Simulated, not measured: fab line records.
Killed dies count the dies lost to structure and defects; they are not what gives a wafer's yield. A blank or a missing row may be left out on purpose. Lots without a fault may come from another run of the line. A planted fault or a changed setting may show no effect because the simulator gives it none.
What tool caused it? / flow nand_harc / 18 wafers from 6 lots sampled at 3 of the route's 1302 steps

WHAT THE GAUGES READ, wafer by wafer
NHARC_A_M1_THK_MEAS_24: measures by xrf.
lot=L798; measured=day 23 17:56; on=film_metro-02; thk_nm (nm)=153.9 155.7 153.6
lot=L801; measured=day 25 01:41; on=film_metro-01; thk_nm (nm)=153.2 153.7 152.4
lot=L804; measured=day 25 08:31; on=film_metro-02; thk_nm (nm)=153.8 154.1 153.1
lot=L809; measured=day 28 10:16; on=film_metro-02; thk_nm (nm)=152.8 151.0 152.8
lot=L817; measured=day 31 15:49; on=film_metro-01; thk_nm (nm)=155.6 155.0 152.3
lot=L818; measured=day 31 22:52; on=film_metro-01; thk_nm (nm)=155.7 157.5 155.7

EACH LOT AND THE TOOL THAT RAN IT (in order: tool; ch and the chambers of the sampled wafers; start)
lot=L798; NHARC_P_BONDPAD_ETCH_37=rie_diel-10 ch 0,2,3, day 7 02:20; NHARC_A_M1_PRE_CLEAN_30=pvd_sputter-03, day 23 17:56 or earlier
lot=L801; NHARC_P_BONDPAD_ETCH_37=rie_diel-02 ch 0,1, day 8 18:40; NHARC_A_M1_PRE_CLEAN_30=pvd_sputter-02, day 25 01:41 or earlier
lot=L804; NHARC_P_BONDPAD_ETCH_37=rie_diel-11 ch 1,3, day 9 11:33; NHARC_A_M1_PRE_CLEAN_30=pvd_sputter-02, day 25 08:31 or earlier
lot=L809; NHARC_P_BONDPAD_ETCH_37=rie_diel-11 ch 1,2,3, day 12 14:54; NHARC_A_M1_PRE_CLEAN_30=pvd_sputter-01, day 28 10:16 or earlier
lot=L817; NHARC_P_BONDPAD_ETCH_37=rie_diel-02 ch 0,1,2, day 15 07:18; NHARC_A_M1_PRE_CLEAN_30=pvd_sputter-01, day 31 15:49 or earlier
lot=L818; NHARC_P_BONDPAD_ETCH_37=rie_diel-02 ch 1,2, day 15 15:41; NHARC_A_M1_PRE_CLEAN_30=pvd_sputter-01, day 31 22:52 or earlier
- NHARC_P_BONDPAD_ETCH_37: etches the open film in N2/H2, target depth 60 nm, overetch 18 nm, time 65.91 s.
- NHARC_A_M1_PRE_CLEAN_30: time 30 s.

THE ANSWER, worked out from the rows above alone
Rule: the lots themselves supply what counts as usual. Put in order of their means at a reading, lots are off if they are a third of the lots or fewer, leave a main group of 4 or more, and stand apart from it by a gap of 3 or more times the standard deviation of the main group's means; of several such gaps the widest counts. If all means in a main group match to the digits the tables above print for the reading, that group is not used. Also off: a lot with no number at a reading for which 4 or more lots have one. The other lots that the step has rows for count as sound.
Across all readings shown, no lot is off: no conclusion can be drawn from this.

WHAT THE SIMULATOR HAD INSERTED
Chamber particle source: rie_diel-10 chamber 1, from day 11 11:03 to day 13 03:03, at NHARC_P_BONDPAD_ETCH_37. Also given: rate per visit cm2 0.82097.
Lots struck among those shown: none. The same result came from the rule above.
